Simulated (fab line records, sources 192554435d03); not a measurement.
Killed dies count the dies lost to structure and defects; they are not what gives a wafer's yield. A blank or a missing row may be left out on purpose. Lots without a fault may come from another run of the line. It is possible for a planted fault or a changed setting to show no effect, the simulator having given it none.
Chamber matching + flow n5_finfet + 4 sister chambers for N5_BEOL_M5_STRIP_36 on rie_diel-02
The step strips in N2/H2. 4 wafers are shown with their chamber, then 8 later ones without.

== WAFERS PAIRED WITH THEIR CHAMBERS ==
| wafer  | chamber | drypump_motor_current_A (A) |
|--------|---------|-----------------------------|
| L083.5 | 0       | 6.1                         |
| L085.3 | 1       | 5.9                         |
| L085.5 | 2       | 5.1                         |
| L088.2 | 3       | 4.9                         |

== WAFERS WITHOUT THEIR CHAMBER ==
| wafer  | drypump_motor_current_A (A) |
|--------|-----------------------------|
| L088.5 | 5.8                         |
| L088.6 | 6.1                         |
| L087.1 | 5.1                         |
| L087.2 | 6.1                         |
| L087.3 | 5.8                         |
| L091.1 | 5.8                         |
| L091.2 | 6.1                         |
| L091.3 | 6.1                         |

== WHICH CHAMBER EACH ONE RAN IN ==
| wafer  | from the rows above | in truth |
|--------|---------------------|----------|
| L088.5 | 1                   | 1        |
| L088.6 | 0                   | 0        |
| L087.1 | 2                   | 2        |
| L087.2 | 0                   | 0        |
| L087.3 | 1                   | 1        |
| L091.1 | 1                   | 1        |
| L091.2 | 0                   | 0        |
| L091.3 | 0                   | 0        |
8 of 8 placed correctly. Number that these rows cannot place: 0. Placed wrongly: 0.
How it was worked out, from the rows above alone: a wafer's distance from a chamber is the root of the sum, over the readings, of the square of ((its reading less the chamber's mean) divided by the reading's scatter). If the next closest chamber is less than 2 further off than the closest, the wafer can't be placed; otherwise it belongs to the closest. A chamber's mean is the mean of its shown wafers. The scatter: root of mean squared gap, hidden wafer to nearest shown wafer, with one shown wafer a chamber.
